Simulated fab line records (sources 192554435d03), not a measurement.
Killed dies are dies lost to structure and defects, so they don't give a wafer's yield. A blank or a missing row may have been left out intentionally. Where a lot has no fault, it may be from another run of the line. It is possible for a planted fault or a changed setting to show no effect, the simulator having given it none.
Split-lot trial    flow n5 finfet    21 wafers read from 7 lots, route of 1938 steps

## SPLIT DETAILS
At N5_BEOL_M1_TRENCH_ETCH_37 (etches SiOC in C4F6/O2, target depth 55.207 nm, time 29 s), the setting time s was moved away from the recipe's 29 s on 6 of the 21 wafers read, by -16.3% to +9.3%. This setting was run at the recipe's value on the other wafers.

## FROM THE SPLIT TO THE READING: what the file shows between them, 2 steps
- N5_BEOL_M1_ETCH_41: etches SiCN in CH3F/O2, target depth 31.9 nm, time 57.8 s
- N5_BEOL_M1_STRIP_97: strips in N2/H2, time 10 s

## THE READING
trench depth nm, in nm, at N5_BEOL_M1_OCD_MEAS_38. Typical for fault-free wafers on this fab line: 54.3 nm, with standard deviation 1.3 nm.

wafer   tool, chamber at the split  time s as run, s  against the recipe  trench depth nm, nm  against lot-mates on the recipe
L075.1  rie diel-04, 2              25.75             -11.2%              50.0                 -4.4
L075.2  rie diel-04, 1              29                recipe              54.4                 -
L075.3  rie diel-04, 0              25.75             -11.2%              48.7                 -5.7
L076.2  rie diel-04, 1              29                recipe              54.4                 -
L076.3  rie diel-04, 0              29                recipe              54.3                 -
L076.6  rie diel-04, 1              29                recipe              54.1                 -
L077.1  rie diel-04, 2              29                recipe              55.6                 -
L077.5  rie diel-04, 1              24.96             -13.9%              47.0                 -8.8
L077.6  rie diel-04, 2              29                recipe              56.0                 -
L080.1  rie diel-04, 0              29                recipe              54.4                 -
L080.3  rie diel-04, 1              29                recipe              53.2                 -
L080.6  rie diel-04, 2              29                recipe              56.1                 -
L081.4  rie diel-03, 1              31.71             +9.3%               58.1                 +2.6
L081.5  rie diel-03, 0              29                recipe              54.5                 -
L081.6  rie diel-03, 2              29                recipe              56.6                 -
L084.1  rie diel-06, 2              29                recipe              56.8                 -
L084.5  rie diel-06, 0              29                recipe              55.7                 -
L084.6  rie diel-06, 1              29                recipe              54.2                 -
L092.2  rie diel-03, 2              24.28             -16.3%              47.1                 -9.3
L092.3  rie diel-03, 3              24.28             -16.3%              44.0                 -12.4
L092.4  rie diel-03, 2              29                recipe              56.4                 -

THE FIT
A straight line over all 21 wafers: trench depth nm changes by +0.537 nm for each +1% of time s; r = +0.95; the points scatter about the line by 1.2 nm.
The same after taking each lot's own level away (the mean of its wafers on the recipe; 21 wafers): +0.565 nm for each +1%; r = +0.95; scatter 1.3 nm.
That fit puts the effect of the largest move of time s on the reading at 9.2 nm.
The lots' own levels span 54.27 to 56.40 nm, that is 1.6 times the standard deviation above.
Consequently the slope shifts little with the lot-to-lot level, the two slopes agreeing.
Check: -9.44 nm against its lot-mates is what the line predicts for one of the wafers moved furthest among these (-16.3%) when that wafer is left out of the fit. Against them it came out at -9.3 nm.

## OTHER SPLITS APPLIED TO THESE WAFERS
Other splits were also applied to these wafers ahead of the reading. Each is held against what the fit with the lots' levels taken away leaves over:
other split on the same wafers  wafers away from the commonest value  r with trench depth nm (lot level and that fit taken away)
N5_BEOL_M1_COAT_61 spin rpm     11                                    -0.12
N5_BEOL_M1_VIA_ETCH_34 bias w   7                                     +0.17

## THE WHOLE CHAIN: every reading that the file lists as answering this split, in the file's order
step                       what it does                                               reading                                                                    change (the file's fit)                r (the file's)
N5_BEOL_M1_TRENCH_ETCH_37  etches SiOC in C4F6/O2, target depth 55.207 nm, time 29 s  etch.depth nm (the simulator's own value, which no gauge read)             +0.575 nm for each +1% of the setting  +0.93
N5_BEOL_M1_TRENCH_ETCH_37  etches SiOC in C4F6/O2, target depth 55.207 nm, time 29 s  BEOL_M1.feature depth nm (the simulator's own value, which no gauge read)  +0.579 nm for each +1% of the setting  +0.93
N5_BEOL_M1_OCD_MEAS_38                                                                trench depth nm                                                            +0.565 nm for each +1% of the setting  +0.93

## THE FILE'S OWN FIT
trench depth nm changes by +0.565 nm for each +1% of time s, r = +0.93.
